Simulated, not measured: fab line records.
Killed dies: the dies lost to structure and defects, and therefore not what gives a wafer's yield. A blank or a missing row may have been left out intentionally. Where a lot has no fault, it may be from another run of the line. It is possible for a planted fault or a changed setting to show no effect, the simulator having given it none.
Struck lot and sound lot, side by side -- flow nand-harc -- 17 out of 1159 route steps
Sound: the wafers L402.1, L402.2, L402.3. Struck: wafer L405.3 (left out: L405.2, L405.6 of the same lot, which were not struck); the cause appears at the end.
For every step that has rows: the tool of each side, followed by ch and its chambers, followed by its first start. Under that, the readings that differ: sound wafers -- struck wafers -- difference of the means -- sigmas: that difference in standard deviations of wafers without a fault.
alike: words and numbers the same on both sides, and readings whose means are apart by under 2 such deviations; not compared: readings that were withheld, readings missing a value for some wafer, numbers with overlapping values and no deviation given by the record, and bounds like >300 which may hide the same value.
The two part at a step that has a row with sigmas, a row that says differs or no value, or rows on one side only. Numbers that don't overlap but have no deviation are shown without sigmas and don't part them. A reading that every wafer of one side lacks parts them only if that side has two wafers or more.

NHARC_P_GATE_CD_MEAS_46 targets a cd of 720 nm.
  sound on cd-sem-03 ch 0, day 7 20:50; struck on cd-sem-02 ch 0, day 8 18:52
  alike: cd-nm
then, 1 step without rows for these wafers: NHARC_P_GATE_HARDBAKE_47 (time 80 s).
NHARC_P_GATE_DESCUM_48: chemistry O2, time 3 s.
  sound on rie-diel-02 ch 0,2,3, day 7 20:59; struck on rie-diel-09 ch 1, day 8 19:01
reading,sound,struck,difference,sigmas
mfc-ar-sccm (sccm),0 0.032 0,0.040,+0.029,+2
rf-hours-counter-h (h),2 2 2,37,+35,
  alike: drypump-motor-current-A, oes-product-au, rf-vpp-V, showerhead-plenum-p-Torr, throttle-valve-pct
following that, these wafers have no rows for 1 step: NHARC_P_GATE_IMPLANT_49.
NHARC_P_GATE_STRIP_111: strips in N2/H2, time 250 s.
  sound on plasma-asher-02 ch 0,1, day 7 21:22; struck on plasma-asher-01 ch 1, day 8 19:23
  alike: drypump-motor-current-A, heater-power-w
  not compared: rf-hours-counter-h
NHARC_P_GATE_STRIP_75: strips in O2.
  sound on plasma-asher-02 ch 0,1, day 7 21:40; struck on plasma-asher-01 ch 1, day 8 19:41
  alike: drypump-motor-current-A, heater-power-w
  not compared: rf-hours-counter-h
then, 6 steps without rows for these wafers: NHARC_P_GATE_STRIP_50 (strips in SPM, time 900 s); NHARC_P_GATE_DEHYDRATE_51 (time 120 s); NHARC_P_GATE_HMDS_52 (time 30 s); NHARC_P_GATE_COAT_53; NHARC_P_GATE_SOFTBAKE_54 (time 95 s); NHARC_P_GATE_EBR_55.
NHARC_P_GATE_EXPOSE_56: exposes mask P PSD, target cd 720 nm.
  sound on krf-scanner-01 ch 0, day 7 22:19; struck on krf-scanner-04 ch 0, day 8 20:20
  alike: mask
then, 2 steps without rows for these wafers: NHARC_P_GATE_PEB_57 (peb time 85 s); NHARC_P_GATE_DEVELOP_58 (time 70 s).
NHARC_P_GATE_CD_MEAS_59 targets a cd of 720 nm.
  sound on cd-sem-03 ch 0, day 7 22:28; struck on cd-sem-03 ch 0, day 8 20:29
reading,sound,struck,difference,sigmas
cd-nm (nm),720.6 718.8 717.3,732.9,+14.0,+7
then, 1 step without rows for these wafers: NHARC_P_GATE_HARDBAKE_60 (time 80 s).

WHERE THEY PART
Last at NHARC_P_GATE_CD_MEAS_59 as far as this record goes, first at NHARC_P_GATE_DESCUM_48.

WHY: what had been put in by the simulator
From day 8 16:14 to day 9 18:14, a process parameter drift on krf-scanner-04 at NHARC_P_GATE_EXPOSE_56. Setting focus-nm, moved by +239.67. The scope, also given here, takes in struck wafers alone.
